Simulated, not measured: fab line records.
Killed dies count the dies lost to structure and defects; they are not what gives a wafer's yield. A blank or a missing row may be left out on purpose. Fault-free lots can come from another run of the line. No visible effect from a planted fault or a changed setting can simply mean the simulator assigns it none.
Check of tool commonality | flow nand-harc | 36 wafers sampled across 12 lots

WHAT PROMPTED THE OPENING
Flagged at NHARC_A_CONTACT_INSPECT_10: reading raw-defect-count, on 2 of 12 lots. Wafers without a fault read 82, standard deviation 46.
Rule: a lot gets a flag if all its wafers with a number sit over 4 standard deviations from that mean, or if no wafer of it has a number. As for the other lots, they are considered sound.

lot  | measured     | on                | raw-defect-count, wafer by wafer | flag
L838 | day 23 04:02 | defect-inspect-02 | 33 19 14                         |
L840 | day 23 15:30 | defect-inspect-02 | 96 113 115                       |
L842 | day 25 02:43 | defect-inspect-01 | 181 185 149                      |
L843 | day 25 07:41 | defect-inspect-02 | 68 87 85                         |
L847 | day 27 17:53 | defect-inspect-01 | 536 536 573                      | FLAGGED
L849 | day 28 07:34 | defect-inspect-02 | 543 496 534                      | FLAGGED
L855 | day 29 11:41 | defect-inspect-01 | 155 158 153                      |
L854 | day 29 19:48 | defect-inspect-01 | 42 46 43                         |
L856 | day 30 16:13 | defect-inspect-01 | 119 138 118                      |
L857 | day 31 05:35 | defect-inspect-01 | 45 43 40                         |
L858 | day 31 09:28 | defect-inspect-02 | 62 57 69                         |
L859 | day 31 13:35 | defect-inspect-01 | 141 141 144                      |
On average the flagged lots' numbers are 536, which is +454 against the usual, or +10 standard deviations.

WHICH TOOL RAN EACH LOT
2 process steps preceding the reading are held in the record, out of 1302 steps in the route. Cell contents, in order: the tool; ch with the chambers the sampled wafers went through; the start.
lot  | flag    | NHARC_A_CONTACT_ETCH_133             | NHARC_A_CONTACT_DEP_84
L838 |         | har-cap-etch-02 ch 0,1, day 22 23:29 | acl-dep-02 ch 0, day 23 01:39
L840 |         | har-cap-etch-01 ch 0,1, day 23 10:37 | acl-dep-03 ch 0, day 23 13:09
L842 |         | har-cap-etch-01 ch 0,1, day 24 22:17 | acl-dep-01 ch 0, day 25 00:59
L843 |         | har-cap-etch-02 ch 0,1, day 25 03:10 | acl-dep-02 ch 0, day 25 05:07
L847 | FLAGGED | har-cap-etch-03 ch 0,1, day 27 12:14 | acl-dep-02 ch 0, day 27 15:25
L849 | FLAGGED | har-cap-etch-02 ch 0,1, day 27 23:34 | acl-dep-02 ch 0, day 28 05:31
L855 |         | har-cap-etch-02 ch 0,1, day 29 07:08 | acl-dep-01 ch 0, day 29 09:22
L854 |         | har-cap-etch-02 ch 0,1, day 29 15:22 | acl-dep-03 ch 0, day 29 17:36
L856 |         | har-cap-etch-01 ch 0,1, day 30 08:10 | acl-dep-02 ch 0, day 30 14:13
L857 |         | har-cap-etch-02 ch 0,1, day 30 23:32 | acl-dep-02 ch 0, day 31 03:16
L858 |         | har-cap-etch-01 ch 0,1, day 31 04:25 | acl-dep-03 ch 0, day 31 07:25
L859 |         | har-cap-etch-03 ch 0,1, day 31 07:47 | acl-dep-02 ch 0, day 31 11:23
What is done by these steps:
- NHARC_A_CONTACT_ETCH_133: etches the open film in C4F8/O2/Ar, time 374 s, target depth 1610 nm.
- NHARC_A_CONTACT_DEP_84: deposits aC, target thk 2800 nm.
- NHARC_A_CONTACT_INSPECT_10

FLAGGED AGAINST TOTAL, ONE TOOL AT A TIME (gauges that did the reading follow at the end)
step                       | tool              | lots run | flagged | share of the flagged lots | sound lots run after its first flagged lot
NHARC_A_CONTACT_ETCH_133   | har-cap-etch-01   | 4        | 0       | none                      | -
NHARC_A_CONTACT_ETCH_133   | har-cap-etch-02   | 6        | 1       | some                      | 3 (L855,L854,L857)
NHARC_A_CONTACT_ETCH_133   | har-cap-etch-03   | 2        | 1       | some                      | 1 (L859)
NHARC_A_CONTACT_DEP_84     | acl-dep-01        | 2        | 0       | none                      | -
NHARC_A_CONTACT_DEP_84     | acl-dep-02        | 7        | 2       | all                       | 3 (L856,L857,L859)
NHARC_A_CONTACT_DEP_84     | acl-dep-03        | 3        | 0       | none                      | -
NHARC_A_CONTACT_INSPECT_10 | defect-inspect-01 | 7        | 1       | some                      | 5 (L855,L854,L856,L857,L859)
NHARC_A_CONTACT_INSPECT_10 | defect-inspect-02 | 5        | 1       | some                      | 1 (L858)

THE TABLE: WHAT IT ALLOWS
1 row of the table ran every flagged lot: acl-dep-02 at NHARC_A_CONTACT_DEP_84.
- acl-dep-02 at NHARC_A_CONTACT_DEP_84 ran 7 lots, 2 of them flagged. Sound lots ran on it after the first flagged one (L856, L857, L859), which a lasting fault on the whole tool wouldn't allow.
Every row of the table either missed a flagged lot or ran a sound lot after the first.

WHAT HAD BEEN PUT IN BY THE SIMULATOR
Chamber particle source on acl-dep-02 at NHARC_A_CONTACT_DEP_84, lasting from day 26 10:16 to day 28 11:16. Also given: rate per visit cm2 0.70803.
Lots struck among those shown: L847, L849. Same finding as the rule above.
